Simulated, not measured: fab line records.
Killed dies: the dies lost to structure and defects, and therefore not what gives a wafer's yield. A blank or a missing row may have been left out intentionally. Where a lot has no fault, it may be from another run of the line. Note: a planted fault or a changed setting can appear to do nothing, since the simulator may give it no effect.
The tool behind it: which one? ; flow nand_harc ; 11 lots, 33 wafers sampled, at 5 steps of a route of 1302

== WHAT EACH GAUGE READ, for each wafer ==
NHARC_END_SORT_01.
lot;measured;on;killed_at_array;killed_at_other;killed_at_periphery;killed_dies;killed_open;killed_short
L630;day 30 04:11;prober-02;68 54 91;1 1 0;8 3 8;77 58 99;2 5 3;4 1 1
L631;day 31 07:34;prober-02;39 53 50;1 0 2;2 1 1;42 54 53;1 2 1;2 5 4

== WHICH TOOL RAN EACH LOT (tool, then ch and the chambers of the sampled wafers, then the start) ==
lot;NHARC_A_SLIT_DESCUM_14;NHARC_A_SLIT_ETCH_15;NHARC_A_SLIT_ETCH_17;NHARC_A_WL_FILL_RTA_01
L616;rie_diel-08 ch 1,2, day 20 09:00;rie_diel-08 ch 0,1,3, day 20 10:15 or earlier;har_etch-02 ch 0,1, day 20 10:15;rtp_anneal-02 ch 0, day 20 22:12
L617;rie_diel-02 ch 0,2, day 20 20:00;rie_diel-02 ch 0,3, day 20 21:30 or earlier;har_etch-02 ch 0, day 20 21:30;rtp_anneal-01 ch 0, day 21 09:36
L619;rie_diel-02 ch 1,3, day 21 12:09;rie_diel-02 ch 1,2, day 21 14:02 or earlier;har_etch-01 ch 0, day 21 14:02;rtp_anneal-02 ch 0, day 22 01:36
L620;rie_diel-01 ch 0,2,3, day 22 01:50;rie_diel-01 ch 0,3, day 22 04:55 or earlier;har_etch-02 ch 0,1, day 22 04:55;rtp_anneal-01 ch 0, day 22 15:08
L621;rie_diel-02 ch 0,1,3, day 22 15:49;rie_diel-02 ch 0,1,2, day 22 17:03 or earlier;har_etch-01 ch 0, day 22 17:03;rtp_anneal-02 ch 0, day 23 04:59
L630;rie_diel-08 ch 0,1, day 25 16:30;rie_diel-08 ch 2,3, day 25 18:58 or earlier;har_etch-01 ch 0,1, day 25 18:58;rtp_anneal-01 ch 0, day 26 05:56
L631;rie_diel-01 ch 1,2,3, day 26 16:22;rie_diel-01 ch 0,2,3, day 26 18:14 or earlier;har_etch-02 ch 0,1, day 26 18:14;rtp_anneal-02 ch 0, day 27 05:37
L632;rie_diel-02 ch 0,1,3, day 26 17:01;rie_diel-02 ch 0,3, day 26 19:28 or earlier;har_etch-01 ch 0,1, day 26 19:28;rtp_anneal-01 ch 0, day 27 05:40
L635;rie_diel-01 ch 0,1,2, day 27 19:59;rie_diel-01 ch 0,3, day 27 21:50 or earlier;har_etch-02 ch 0,1, day 27 21:50;rtp_anneal-02 ch 0, day 28 09:09
L636;rie_diel-02 ch 0,2,3, day 28 11:44;rie_diel-02 ch 0,2, day 28 17:24 or earlier;har_etch-02 ch 0,1, day 28 17:24;rtp_anneal-02 ch 0, day 29 04:58
L638;rie_diel-08 ch 2,3, day 29 14:39;rie_diel-08 ch 0,1, day 29 18:48 or earlier;har_etch-01 ch 0,1, day 29 18:48;rtp_anneal-01 ch 0, day 30 06:50
- NHARC_A_SLIT_DESCUM_14: chemistry O2, time 3 s.
- NHARC_A_SLIT_ETCH_15: etches the open film in O2/COS, target depth 6200 nm, time 1612 s.
- NHARC_A_SLIT_ETCH_17: etches the open film in C4F8/O2/Ar, time 4254.5 s, target depth 20300 nm.
- NHARC_A_WL_FILL_RTA_01: time 5 s.

== WHAT THE TOOLS THEMSELVES READ (means of the sampled wafers that have a number; where no wafer has one, the mark that the record gives instead) ==
NHARC_A_SLIT_DESCUM_14.
lot;tool;drypump_motor_current_A (A);oes_product_au (a.u.);rf_vpp_V (V);showerhead_plenum_p_Torr (Torr);throttle_valve_pct (%)
L616;rie_diel-08;5.6;1.000;58.8;1.93;11.318
L617;rie_diel-02;5.7;1.000;58.8;1.94;11.314
L619;rie_diel-02;5.7;1.015;56.5;1.79;11.312
L620;rie_diel-01;5.7;1.012;58.1;1.97;11.309
L621;rie_diel-02;5.6;1.006;58.2;1.80;11.301
L630;rie_diel-08;5.9;0.982;58.4;1.94;11.311
L631;rie_diel-01;5.9;1.008;57.7;1.95;11.316
L632;rie_diel-02;5.7;0.991;57.3;1.80;11.316
L635;rie_diel-01;5.9;0.992;58.2;1.97;11.317
L636;rie_diel-02;5.7;0.995;58.2;1.86;11.299
L638;rie_diel-08;5.3;1.024;58.9;1.96;11.314

NHARC_A_SLIT_ETCH_15.
lot;tool;drypump_motor_current_A (A);oes_product_au (a.u.);rf_fwd_power_W (W);rf_vpp_V (V);showerhead_plenum_p_Torr (Torr);throttle_valve_pct (%)
L616;rie_diel-08;5.6;1.001;500.6;315.7;3.22;28.326
L617;rie_diel-02;5.8;0.999;500.1;312.4;2.95;28.324
L619;rie_diel-02;5.5;1.002;498.8;314.0;3.05;28.339
L620;rie_diel-01;5.8;1.005;499.4;316.1;3.27;28.335
L621;rie_diel-02;5.6;1.005;500.4;313.2;3.06;28.334
L630;rie_diel-08;5.3;1.018;500.0;315.6;3.25;28.329
L631;rie_diel-01;5.7;1.003;499.4;315.0;3.21;28.332
L632;rie_diel-02;5.8;0.984;502.0;311.8;2.95;28.328
L635;rie_diel-01;5.8;0.999;498.3;316.2;3.23;28.329
L636;rie_diel-02;5.6;0.983;498.1;314.9;3.16;28.323
L638;rie_diel-08;5.5;0.982;499.9;315.1;3.17;28.328

NHARC_A_SLIT_ETCH_17.
lot;tool;drypump_motor_current_A (A);he_backside_leak_sccm (sccm);showerhead_plenum_p_Torr (Torr);throttle_valve_pct (%)
L616;har_etch-02;5.0;5.3;3.92;32.053
L617;har_etch-02;4.9;5.2;3.91;32.047
L619;har_etch-01;6.0;6.5;3.53;32.048
L620;har_etch-02;5.0;5.4;3.90;32.037
L621;har_etch-01;6.0;7.4;3.52;32.046
L630;har_etch-01;5.7;7.3;3.54;32.047
L631;har_etch-02;5.0;5.6;3.87;32.051
L632;har_etch-01;5.4;6.6;3.56;32.054
L635;har_etch-02;5.0;5.7;3.86;32.037
L636;har_etch-02;5.0;5.7;3.85;32.040
L638;har_etch-01;5.7;7.3;3.51;32.043

NHARC_A_WL_FILL_RTA_01.
lot;tool;lamp_power_pct (%);wafer_temp_C_max
L616;rtp_anneal-02;33.9;1003.6
L617;rtp_anneal-01;28.7;1003.0
L619;rtp_anneal-02;30.4;965.2
L620;rtp_anneal-01;28.7;1003.0
L621;rtp_anneal-02;30.4;966.1
L630;rtp_anneal-01;28.7;1001.2
L631;rtp_anneal-02;34.0;1003.3
L632;rtp_anneal-01;28.7;1002.6
L635;rtp_anneal-02;33.9;1004.2
L636;rtp_anneal-02;34.0;1003.6
L638;rtp_anneal-01;28.7;1002.5

== THE ANSWER, worked out from the rows above alone ==
Rule: usual is defined by the lots themselves. The widest of any qualifying gaps counts: lots, ordered by their means at a reading, are off when they make up no more than a third of the lots, leave a main group of 4 or more, and stand apart from it by 3 or more times the standard deviation of that group's means. The tables above print the reading to a certain number of digits; a main group whose means all agree to those digits is not used. Also off: a lot with no number at a reading for which 4 or more lots have one. The other lots that the step has rows for count as sound. Order of review: gauges by route order, followed by the tools' own readings, for which a lot's mean as printed above is used. The first step at which some lot is off is used, and at that step the reading that is off furthest; a lot without a number counts as furthest.
Off, at NHARC_A_WL_FILL_RTA_01 on wafer_temp_C_max: L619, L621. The main group has a mean of 1003.0 with a standard deviation of 0.81.
A tool fits if, at that step or a process step before it, it ran every lot that is off, and no sound lot after the first of them. NHARC_A_SLIT_ETCH_15: start missing for some lots; hours and lot order therefore follow NHARC_A_SLIT_ETCH_17. No candidate that was tried fits.

== WHAT THE SIMULATOR HAD INSERTED ==
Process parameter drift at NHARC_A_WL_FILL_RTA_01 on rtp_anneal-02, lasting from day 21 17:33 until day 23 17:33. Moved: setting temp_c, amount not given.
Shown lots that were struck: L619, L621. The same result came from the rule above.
